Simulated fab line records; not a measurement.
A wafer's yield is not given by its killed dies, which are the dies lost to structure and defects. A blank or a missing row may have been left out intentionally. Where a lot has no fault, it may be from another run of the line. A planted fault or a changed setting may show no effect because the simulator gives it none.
Matching of chambers / flow n5 finfet / N5_DUMMY_GATE_STRIP_40 on rie diel-02: 4 sister chambers
The step strips in CF4. 4 wafers are shown with their chamber, then 8 later ones without.

## WAFERS, EACH WITH ITS CHAMBER
wafer=L083.2; chamber=1; drypump motor current A (A)=6.2
wafer=L084.5; chamber=0; drypump motor current A (A)=5.7
wafer=L085.1; chamber=3; drypump motor current A (A)=5.9
wafer=L087.2; chamber=2; drypump motor current A (A)=5.0

## WAFERS WITHOUT THEIR CHAMBER
wafer=L087.3; drypump motor current A (A)=5.9
wafer=L087.4; drypump motor current A (A)=5.7
wafer=L091.2; drypump motor current A (A)=5.7
wafer=L091.4; drypump motor current A (A)=5.9
wafer=L091.5; drypump motor current A (A)=5.7
wafer=L096.2; drypump motor current A (A)=4.9
wafer=L096.4; drypump motor current A (A)=6.1
wafer=L096.6; drypump motor current A (A)=4.9

## WHICH CHAMBER EACH WENT THROUGH
wafer=L087.3; from the rows above=3; in truth=3
wafer=L087.4; from the rows above=0; in truth=0
wafer=L091.2; from the rows above=0; in truth=0
wafer=L091.4; from the rows above=3; in truth=3
wafer=L091.5; from the rows above=0; in truth=0
wafer=L096.2; from the rows above=2; in truth=2
wafer=L096.4; from the rows above=can't be placed: 1 or 3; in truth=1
wafer=L096.6; from the rows above=2; in truth=2
Placed correctly: 7 of 8. Cannot be placed on the basis of these rows: 1; the candidates contain the true chamber in 1. Number placed wrongly: 0.
How it was worked out, from the rows above alone: a wafer's distance from a chamber is the root of the sum, over the readings, of the square of ((its reading less the chamber's mean) divided by the reading's scatter). The wafer belongs to the nearest chamber; if the next one is less than 2 further off, it can't be placed. Each chamber's mean is taken over the wafers shown for it. The scatter: root of mean squared gap, hidden wafer to nearest shown wafer, with one shown wafer a chamber.
